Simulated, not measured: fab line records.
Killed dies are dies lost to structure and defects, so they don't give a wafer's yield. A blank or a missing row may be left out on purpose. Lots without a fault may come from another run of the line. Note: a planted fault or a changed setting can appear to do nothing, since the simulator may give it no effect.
fab line records	flow nand-harc
[record] lots = 14	wafers = 42	last-day = 24
route steps=1159 shown P_ZERO_WELL@4 END@1159
lots that met no fault: from a run of the same line without faults
start-h: hours from the record's first day to the start of the lot's first wafer shown	wait-h: hours elapsed since this lot's preceding step	" unchanged from the row above	L1.1+2: one row covering several wafers at once	- no value present, or no start provided	* or withheld: withheld	< > ~ a bound
route shown NAME@n: names a module that has steps shown in the file, with the first one's number in the route	usual: mean and standard deviation over wafers with no fault	same: alike in all rows	chamber/n: place in a boat	sites: each site's reading	_std_site: the standard deviation of these	_edge_site: the outer-site mean with the inner-site mean subtracted	radius-mm: for every site, how far away it sits from the centre of the wafer	mask NAME#n: copy n	behind: the most recent tool/chamber to have shaped the wafer	hold: reason for holding the lot/hours on hold/outcome of the hold	device: the transistor (n, p or np) that didn't switch	end of line: at the end of the route, the tests of the same wafers	a step without rows: its recipe alone	killed: dies lost to structure and defects at the first sort, not the wafer's yield	map: shows each die of a wafer: x if killed, . if not, _ if none is there
set.NAME: the setting the step ran with; set.NAME@STEP: the setting that earlier step ran with	model.NAME: the simulator's own value behind a step, which no gauge read
route steps across a sampled set of lots; one table per step, one row per wafer
services: a tool's chamber out of use, with start hour (start-h, from the record's first day; less than 0 if before it), hours out, and reason
[[steps]]
[step NHARC_P_ZERO_WELL_PECVD_02]
[recipe] target-thk-a = 100	temp-c = 400	pressure-torr = 6.5	rf-w = withheld	teos-flow-sccm = withheld	flow-sccm = 2650	target-thk-nm = 10	gas = O2	material = SiO2
[usual] chamber-pressure-Torr = 6.502/0.014
lot.wafer	tool	chamber	start-h	wait-h	chamber-pressure-Torr
L960.1	pecvd-04	0	12.45	-	6.490
L960.2	"	1	"	"	6.492
L960.3	"	2	"	"	6.506
L961.2	pecvd-01	1	18.50	-	6.497
L961.3	"	2	"	"	6.503
L961.5	"	1	"	"	6.496
L962.3	pecvd-01	0	24.57	-	6.494
L962.2	"	1	"	"	6.496
L962.1	"	2	"	"	6.485
L965.2	pecvd-04	2	42.61	-	6.516
L965.6	"	1	"	"	6.514
L965.5	"	0	"	"	6.487
L965.2	pecvd-04	2	43.26	-	6.494
L965.6	"	1	"	"	6.524
L965.5	"	0	"	"	6.497
L966.2	pecvd-04	0	48.46	-	6.507
L966.1	"	2	"	"	6.513
L966.4	"	0	"	"	6.484
L967.3	pecvd-04	2	54.54	-	6.504
L967.5	"	0	"	"	6.499
L967.6	"	1	"	"	6.481
L967.3	pecvd-04	2	55.21	-	6.476
L967.5	"	0	"	"	6.499
L967.6	"	1	"	"	6.501
L972.2	pecvd-01	0	84.45	-	6.463
L972.1	"	1	"	"	6.527
L972.3	"	2	"	"	6.504
L972.2	pecvd-01	0	85.10	-	6.481
L972.1	"	1	"	"	6.500
L972.3	"	2	"	"	6.506
L973.3	pecvd-02	2	90.71	-	6.504
L973.5	"	2	"	"	6.496
L973.6	"	0	"	"	6.487
L974.3	pecvd-04	2	96.44	-	6.497
L974.6	"	2	"	"	6.501
L974.5	"	1	"	"	6.536
L978.1	pecvd-04	0	120.53	-	6.493
L978.2	"	1	"	"	6.484
L978.4	"	1	"	"	6.501
L979.3	pecvd-02	0	126.49	-	6.526
L979.1	"	2	"	"	6.503
L979.6	"	1	"	"	6.493
L980.2	pecvd-02	0	132.46	-	6.492
L980.3	"	2	"	"	6.517
L980.4	"	2	"	"	6.491
L982.1	pecvd-04	0	144.52	-	6.491
L982.6	"	2	"	"	6.507
L982.5	"	0	"	"	6.489
L983.2	pecvd-02	2	150.63	-	6.485
L983.3	"	0	"	"	6.515
L983.1	"	1	"	"	6.503
[step NHARC_P_ZERO_WELL_CD_MEAS_11]
[recipe] target-cd-nm = 500	landing-energy-ev = 500
[usual] cd-nm = 499.6/1.8
lot.wafer	tool	chamber	start-h	wait-h	cd-nm
L960.1	cd-sem-01	0	13.12	-	500.2
L960.2	"	0	"	"	499.3
L960.3	"	0	"	"	500.4
L961.2	cd-sem-02	0	19.25	-	495.1
L961.3	"	0	"	"	497.2
L961.5	"	0	"	"	496.3
L962.1	cd-sem-01	0	25.36	-	500.4
L962.2	"	0	"	"	499.6
L962.3	"	0	"	"	499.5
L965.2	cd-sem-03	0	43.98	-	501.4
L965.5	"	0	"	"	499.1
L965.6	"	0	"	"	499.6
L966.1	cd-sem-03	0	49.25	-	498.3
L966.2	"	0	"	"	501.0
L966.4	"	0	"	"	500.1
L967.3	cd-sem-01	0	55.89	-	497.1
L967.5	"	0	"	"	498.7
L967.6	"	0	"	"	499.0
L972.1	cd-sem-03	0	85.85	-	502.2
L972.2	"	0	"	"	501.8
L972.3	"	0	"	"	502.0
L973.3	cd-sem-02	0	91.51	-	501.0
L973.5	"	0	"	"	498.7
L973.6	"	0	"	"	499.5
L974.3	cd-sem-03	0	97.24	-	500.8
L974.5	"	0	"	"	499.2
L974.6	"	0	"	"	502.7
L978.1	cd-sem-03	0	121.16	-	498.4
L978.2	"	0	"	"	498.0
L978.4	"	0	"	"	498.9
L979.1	cd-sem-02	0	127.28	-	498.5
L979.3	"	0	"	"	499.2
L979.6	"	0	"	"	501.4
L980.2	cd-sem-03	0	133.25	-	499.8
L980.3	"	0	"	"	500.6
L980.4	"	0	"	"	500.4
L982.1	cd-sem-01	0	145.24	-	497.7
L982.5	"	0	"	"	501.8
L982.6	"	0	"	"	502.5
L983.1	cd-sem-02	0	151.44	-	500.4
L983.2	"	0	"	"	499.9
L983.3	"	0	"	"	502.0
[step NHARC_P_ZERO_WELL_DESCUM_13]
[recipe] time-s = 3	o2-flow-sccm = 200	ar-flow-sccm = 0	bias-power-w = 0	chemistry = O2
[usual] drypump-motor-current-A = 5.8/0.5	oes-product-au = 0.999/0.011	rf-vpp-V = 57.8/0.82	showerhead-plenum-p-Torr = 1.92/0.074	throttle-valve-pct = 11.310/0.01
lot.wafer	tool	chamber	start-h	wait-h	drypump-motor-current-A	oes-product-au	rf-hours-counter-h	rf-vpp-V	showerhead-plenum-p-Torr	throttle-valve-pct
L960.2	rie-diel-12	0	13.28	-	6.2	0.983	6	57.7	1.87	11.308
L960.3	"	1	"	"	5.8	0.987	6	58.1	1.94	11.311
L960.1	"	2	"	"	6.4	1.006	6	58.1	2.06	11.293
L961.3	rie-diel-12	1	19.42	-	5.8	0.997	7	57.4	1.94	11.317
L961.2	"	3	"	"	6.7	1.000	6	58.1	1.97	11.322
L961.5	"	1	"	"	5.8	0.999	-	56.5	1.94	11.304
L962.3	rie-diel-08	1	25.52	-	6.1	1.019	5	57.8	1.82	11.303
L962.1	"	2	"	"	5.5	1.012	5	57.1	1.85	11.312
L962.2	"	3	"	"	5.4	1.003	5	57.7	1.92	11.303
L965.2	rie-diel-12	1	44.14	-	5.8	0.983	1	59.2	1.94	11.327
L965.5	"	0	"	"	6.2	1.001	-	59.3	1.87	11.305
L965.6	"	1	"	"	5.8	1.005	-	58.4	1.94	11.304
L966.4	rie-diel-08	2	49.41	-	5.5	1.009	7	57.1	1.85	11.313
L966.2	"	3	"	"	5.4	0.997	7	56.3	1.92	11.316
L966.1	"	1	"	"	6.2	1.008	7	56.4	1.81	11.314
L967.3	rie-diel-12	2	56.06	-	6.4	0.992	2	58.3	2.06	11.300
L967.6	"	3	"	"	6.7	0.982	-	58.2	1.97	11.317
L967.5	"	0	"	"	6.2	0.993	-	56.9	1.87	11.308
L972.1	rie-diel-12	2	86.03	-	6.4	0.988	4	58.1	2.06	11.304
L972.3	"	3	"	"	6.6	0.983	3	58.6	1.97	11.322
L972.2	"	0	"	"	6.2	0.993	3	58.7	1.87	11.302
L973.3	rie-diel-12	3	91.67	-	6.7	0.985	3	56.6	1.97	11.311
L973.6	"	1	"	"	5.8	0.992	-	58.7	1.94	11.304
L973.5	"	2	"	"	6.5	0.988	-	59.3	2.06	11.318
L974.3	rie-diel-08	3	97.46	-	5.4	0.998	9	57.6	1.91	11.315
L974.6	"	0	"	"	5.6	1.004	-	57.3	1.81	11.309
L974.5	"	1	"	"	6.1	1.004	-	56.7	1.81	11.314
L978.1	rie-diel-05	1	121.32	-	6.4	1.016	11	58.5	1.96	11.330
L978.2	"	2	"	"	5.0	0.991	11	58.5	1.87	11.302
L978.4	"	0	"	"	6.0	0.991	10	58.7	1.99	11.334
L979.1	rie-diel-05	1	127.44	-	6.4	1.008	11	57.4	1.96	11.297
L979.3	"	2	"	"	5.0	0.994	11	56.4	1.87	11.302
L979.6	"	2	"	"	5.0	0.988	-	57.6	1.87	11.323
L980.2	rie-diel-12	3	133.41	-	6.7	0.987	6	58.6	1.96	11.314
L980.3	"	0	"	"	6.1	0.995	7	57.6	1.87	11.321
L980.4	"	1	"	"	5.8	0.986	7	58.7	1.94	11.310
L982.1	rie-diel-05	1	145.42	-	6.4	1.011	12	57.8	1.96	11.310
L982.5	"	2	"	"	5.0	0.987	-	57.6	1.87	11.303
L982.6	"	3	"	"	5.2	1.014	-	58.2	2.00	11.298
L983.2	rie-diel-08	0	151.61	-	5.6	1.007	2	56.8	1.81	11.309
L983.1	"	1	"	"	6.1	0.997	2	58.5	1.81	11.318
L983.3	"	2	"	"	5.5	0.999	2	58.4	1.85	11.307
[step NHARC_P_ZERO_WELL_CD_MEAS_52]
[recipe] target-cd-nm = 2000	landing-energy-ev = 500
[usual] cd-nm = 2000.1/1.5
lot.wafer	tool	chamber	start-h	wait-h	cd-nm
L960.1	cd-sem-01	0	17.65	-	1998.5
L960.2	"	0	"	"	2001.4
L960.3	"	0	"	"	2001.6
L961.2	cd-sem-01	0	23.79	-	2000.0
L961.3	"	0	"	"	1999.6
L961.5	"	0	"	"	1999.8
L962.1	cd-sem-01	0	29.76	-	1999.0
L962.2	"	0	"	"	1997.0
L962.3	"	0	"	"	1999.0
L965.2	cd-sem-01	0	48.35	-	2002.0
L965.5	"	0	"	"	2001.5
L965.6	"	0	"	"	1998.0
L966.1	cd-sem-01	0	53.63	-	1997.6
L966.2	"	0	"	"	1998.5
L966.4	"	0	"	"	1996.5
L967.3	cd-sem-01	0	60.16	-	2000.0
L967.5	"	0	"	"	1997.8
L967.6	"	0	"	"	2000.1
L972.1	cd-sem-02	0	90.25	-	2003.4
L972.2	"	0	"	"	2001.0
L972.3	"	0	"	"	2001.1
L973.3	cd-sem-02	0	95.77	-	2001.9
L973.5	"	0	"	"	2000.9
L973.6	"	0	"	"	2001.2
L974.3	cd-sem-02	0	101.79	-	2003.8
L974.5	"	0	"	"	1999.8
L974.6	"	0	"	"	2003.3
L978.1	cd-sem-03	0	125.97	-	2001.3
L978.2	"	0	"	"	2000.0
L978.4	"	0	"	"	1999.8
L979.1	cd-sem-02	0	131.65	-	1998.6
L979.3	"	0	"	"	1999.9
L979.6	"	0	"	"	1998.5
L980.2	cd-sem-02	0	137.65	-	1999.0
L980.3	"	0	"	"	1999.9
L980.4	"	0	"	"	1998.6
L982.1	cd-sem-02	0	149.75	-	2000.3
L982.5	"	0	"	"	1999.0
L982.6	"	0	"	"	1998.9
L983.1	cd-sem-01	0	155.84	-	2001.5
L983.2	"	0	"	"	2000.0
L983.3	"	0	"	"	1999.8
[step NHARC_END_SORT_01]
[recipe] temp-c = 25
[usual] killed-at-array = 26/10	killed-at-other = 0.5/0.87	killed-at-periphery = 3.0/2.5	killed-dies = 29/11	killed-open = 3.3/1.9	killed-short = 1.8/1.5
[same] gross-dies = 677
lot.wafer	tool	chamber	start-h	wait-h	killed-at-array	killed-at-other	killed-at-periphery	killed-dies	killed-open	killed-short
L961.2	prober-01	0	461.14	2.8	22	1	0	23	1	1
L961.3	prober-01	0	461.94	3.1	40	1	0	41	7	3
L961.5	prober-01	0	463.53	3.7	20	0	3	23	5	1
L966.1	prober-01	0	468.15	2.5	16	0	6	22	3	1
L966.2	prober-01	0	468.94	2.8	29	0	0	29	1	2
L966.4	prober-01	0	470.52	3.4	34	0	2	36	7	1
L973.3	prober-01	0	500.70	3.1	16	0	4	20	4	0
L973.5	prober-01	0	502.31	3.7	13	0	4	17	8	3
L973.6	prober-01	0	503.12	4.0	5	1	2	8	3	0
L972.1	prober-02	0	511.50	2.5	40	0	7	47	2	2
L972.2	prober-02	0	512.30	2.8	47	0	10	57	3	1
L972.3	prober-02	0	513.09	3.1	30	0	13	43	2	0
L974.3	prober-02	0	535.81	3.1	40	1	2	43	5	2
L974.5	prober-02	0	537.38	3.6	26	0	3	29	4	2
L974.6	prober-02	0	538.17	3.9	34	0	6	40	5	4
L978.1	prober-02	0	541.95	2.5	34	0	4	38	5	0
L978.2	prober-02	0	542.75	2.8	31	0	5	36	9	5
L978.4	prober-02	0	544.35	3.4	25	0	1	26	5	1
L979.1	prober-02	0	550.10	2.5	31	1	3	35	4	4
L979.3	prober-02	0	551.69	3.1	26	0	2	28	2	0
L979.6	prober-02	0	554.08	4.0	28	5	4	37	5	2
// killed by level:class
L961.2 A_CHANNEL_HOLE_D1:chamber-film-flake=7 A_SLIT:chamber-film-flake=6 A_CONTACT:chamber-film-flake=3 A_ZERO_WELL:chamber-film-flake=2 A_WL_FILL:chamber-film-flake=2 A_ONON_D1:geometric-particle:short=1 A_M0:geometric-particle:open=1 THIN_TSV:chamber-film-flake=1
L961.3 A_CHANNEL_HOLE_D1:chamber-film-flake=16 A_SLIT:chamber-film-flake=6 A_WL_FILL:chamber-film-flake=4 A_CONTACT:geometric-particle:open=3 A_CONTACT:geometric-particle:short=2 A_M1:geometric-particle:open=2 A_ZERO_WELL:chamber-film-flake=2 A_CONTACT:chamber-film-flake=2
L961.5 A_CHANNEL_HOLE_D1:chamber-film-flake=7 A_SLIT:chamber-film-flake=5 A_CONTACT:chamber-film-flake=3 A_CONTACT:geometric-particle:open=2 P_GATE:geometric-particle:open=1 P_CONTACT:geometric-particle:short=1 P_CONTACT:geometric-particle:open=1 A_CHANNEL_FILL_D1:geometric-particle:open=1
L966.1 A_SLIT:chamber-film-flake=9 P_STI:chamber-film-flake=4 P_M2:geometric-particle:open=2 A_CHANNEL_HOLE_D1:chamber-film-flake=2 A_SGD_CUT:geometric-particle:open=1 A_WL_FILL:geometric-particle:short=1 A_CHANNEL_FILL_D1:chamber-film-flake=1 A_SGD_CUT:chamber-film-flake=1
L966.2 A_SLIT:chamber-film-flake=12 A_CHANNEL_HOLE_D1:chamber-film-flake=6 A_CHANNEL_FILL_D1:chamber-film-flake=4 A_ONON_D1:geometric-particle:short=1 A_ONON_D1:geometric-particle:open=1 A_SGD_CUT:geometric-particle:short=1 A_ZERO_WELL:chamber-film-flake=1 A_STAIRCASE:chamber-film-flake=1
L966.4 A_SLIT:chamber-film-flake=16 A_CHANNEL_HOLE_D1:chamber-film-flake=5 A_CONTACT:geometric-particle:open=4 A_CHANNEL_FILL_D1:chamber-film-flake=4 A_SGD_CUT:chamber-film-flake=2 P_CONTACT:geometric-particle:open=1 A_ONON_D1:geometric-particle:open=1 A_CHANNEL_FILL_D1:geometric-particle:short=1
L973.3 A_CONTACT:chamber-film-flake=7 A_CHANNEL_HOLE_D1:chamber-film-flake=3 A_CONTACT:geometric-particle:open=2 P_ZERO_WELL:chamber-film-flake=2 A_STAIRCASE:chamber-film-flake=2 P_M0:geometric-particle:open=1 A_WL_FILL:geometric-particle:open=1 P_STI:chamber-film-flake=1
L973.5 A_CONTACT:chamber-film-flake=3 A_SGD_CUT:geometric-particle:open=2 A_CONTACT:geometric-particle:open=2 P_M0:geometric-particle:open=1 P_M1:geometric-particle:short=1 A_ONON_D1:geometric-particle:open=1 A_CHANNEL_FILL_D1:geometric-particle:short=1 A_SGD_CUT:geometric-particle:short=1
L973.6 A_CONTACT:chamber-film-flake=2 P_CONTACT:geometric-particle:open=1 A_CONTACT:geometric-particle:open=1 A_BLC:geometric-particle:open=1 P_STI:chamber-film-flake=1 A_CHANNEL_HOLE_D1:chamber-film-flake=1 THIN_TSV:chamber-film-flake=1
L972.1 A_CHANNEL_HOLE_D1:chamber-film-flake=23 A_SLIT:chamber-film-flake=10 P_CONTACT:chamber-film-flake=4 P_STI:chamber-film-flake=2 A_CONTACT:chamber-film-flake=2 A_CHANNEL_FILL_D1:geometric-particle:short=1 A_STAIRCASE:geometric-particle:open=1 A_WL_FILL:geometric-particle:short=1
L972.2 A_SLIT:chamber-film-flake=22 A_CHANNEL_HOLE_D1:chamber-film-flake=18 P_STI:chamber-film-flake=5 A_M0:geometric-particle:open=2 P_GATE:chamber-film-flake=2 P_CONTACT:chamber-film-flake=2 A_CONTACT:chamber-film-flake=2 P_M0:geometric-particle:short=1
L972.3 A_SLIT:chamber-film-flake=16 A_CHANNEL_HOLE_D1:chamber-film-flake=12 P_STI:chamber-film-flake=5 P_M2:chamber-film-flake=3 P_CONTACT:chamber-film-flake=2 P_CONTACT:geometric-particle:open=1 P_M1:geometric-particle:open=1 P_GATE:chamber-film-flake=1
L974.3 A_CHANNEL_HOLE_D1:chamber-film-flake=27 A_CONTACT:geometric-particle:open=4 A_WL_FILL:chamber-film-flake=2 A_CONTACT:chamber-film-flake=2 A_CHANNEL_FILL_D1:geometric-particle:short=1 A_CHANNEL_FILL_D1:geometric-particle:open=1 P_STI:chamber-film-flake=1 P_M0:chamber-film-flake=1
L974.5 A_CHANNEL_HOLE_D1:chamber-film-flake=14 A_STAIRCASE:chamber-film-flake=3 A_WL_FILL:geometric-particle:open=2 P_GATE:chamber-film-flake=2 A_CONTACT:chamber-film-flake=2 A_ONON_D1:geometric-particle:open=1 A_ONON_D1:geometric-particle:short=1 A_CHANNEL_HOLE_D1:geometric-particle:short=1
L974.6 A_CHANNEL_HOLE_D1:chamber-film-flake=19 A_STAIRCASE:chamber-film-flake=6 P_GATE:chamber-film-flake=3 A_WL_FILL:geometric-particle:short=2 A_CONTACT:chamber-film-flake=2 P_CONTACT:geometric-particle:open=1 P_M1:geometric-particle:short=1 A_ONON_D1:geometric-particle:open=1
L978.1 A_SLIT:chamber-film-flake=18 A_CONTACT:chamber-film-flake=4 P_GATE:chamber-film-flake=3 A_CHANNEL_HOLE_D1:chamber-film-flake=3 A_SGD_CUT:geometric-particle:open=2 A_CONTACT:geometric-particle:open=2 A_STAIRCASE:chamber-film-flake=2 A_WL_FILL:chamber-film-flake=2
L978.2 A_SLIT:chamber-film-flake=10 A_CONTACT:geometric-particle:open=4 A_CHANNEL_HOLE_D1:chamber-film-flake=4 A_CONTACT:chamber-film-flake=4 P_M0:geometric-particle:open=2 A_M0:geometric-particle:short=2 P_GATE:chamber-film-flake=2 A_ONON_D1:geometric-particle:short=1
L978.4 A_SLIT:chamber-film-flake=12 A_CHANNEL_HOLE_D1:chamber-film-flake=3 A_ONON_D1:geometric-particle:open=2 A_CONTACT:chamber-film-flake=2 A_CONTACT:geometric-particle:open=2 A_STAIRCASE:chamber-film-flake=2 P_GATE:geometric-particle:open=1 A_M0:geometric-particle:short=1
L979.1 A_SLIT:chamber-film-flake=14 A_CHANNEL_HOLE_D1:chamber-film-flake=6 A_CONTACT:chamber-film-flake=4 P_GATE:geometric-particle:open=1 P_GATE:geometric-particle:short=1 P_CONTACT:geometric-particle:open=1 A_ONON_D1:geometric-particle:short=1 A_SLIT:geometric-particle:open=1
L979.3 A_SLIT:chamber-film-flake=11 A_CHANNEL_HOLE_D1:chamber-film-flake=6 A_CONTACT:chamber-film-flake=5 A_M0:chamber-film-flake=2 P_STI:geometric-particle:open=1 A_CHANNEL_HOLE_D1:geometric-particle:open=1 P_STI:chamber-film-flake=1 A_STAIRCASE:chamber-film-flake=1
L979.6 A_SLIT:chamber-film-flake=9 A_CHANNEL_HOLE_D1:chamber-film-flake=5 A_STAIRCASE:chamber-film-flake=5 THIN_TSV:chamber-film-flake=5 A_CONTACT:chamber-film-flake=3 A_CONTACT:geometric-particle:open=2 P_STI:chamber-film-flake=2 P_GATE:geometric-particle:open=1
[[services]]
tool	chamber	start-h	hours	kind
rie-diel-12	1	-11.18	4.1	repair
rie-diel-12	0	4.40	-	clean
rie-diel-12	1	4.40	-	clean
rie-diel-12	2	4.40	-	clean
rie-diel-12	3	4.40	-	clean
pecvd-04	-	14.00	13.0	pm
pecvd-04	0	14.00	13.0	vent-cycle
pecvd-04	1	14.00	13.0	vent-cycle
pecvd-04	2	14.00	13.0	vent-cycle
rie-diel-12	-	25.40	9.0	pm
rie-diel-12	0	25.40	9.0	vent-cycle
rie-diel-12	1	25.40	9.0	vent-cycle
rie-diel-12	2	25.40	9.0	vent-cycle
rie-diel-12	3	25.40	9.0	vent-cycle
pecvd-04	0	27.00	-	clean
pecvd-04	1	27.00	-	clean
pecvd-04	2	27.00	-	clean
rie-diel-08	1	53.21	7.6	repair
pecvd-01	-	56.00	13.0	pm
pecvd-01	-	87.91	1.9	repair
pecvd-01	2	121.67	27.9	repair
rie-diel-08	-	125.07	9.0	pm
rie-diel-12	-	142.27	1.4	repair
pecvd-04	0	149.37	19.1	repair
[[key]]
[first-sign] step = NHARC_P_ZERO_WELL_PECVD_02	reading = visit	direction = added
effect none on later readings
met-at NHARC_P_ZERO_WELL_PECVD_02
struck-lots L965,L967,L972
rows-end L967.3,L967.5,L967.6
tester-left-out L965,L972
not-acting-at NHARC_P_ZERO_WELL_CD_MEAS_11,NHARC_P_ZERO_WELL_DESCUM_13,NHARC_P_ZERO_WELL_CD_MEAS_52
[fault] kind = repeated-step-whole	tool = pecvd-01,pecvd-02,pecvd-04	chamber = -	onset-h = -	steps = NHARC_P_ZERO_WELL_PECVD_02	times = 1	scope = struck-lots-only
// tester-left-out: of these lots the tester's yield and bins aren't shown, on N5 and GAA mostly nor the transistor test; their killed dies are dies lost to structure and defects alone, not to doping, threshold or leakage, so they don't give the yield
// rows-end: these wafers met a further fault down the route, and their rows from its step on are left out
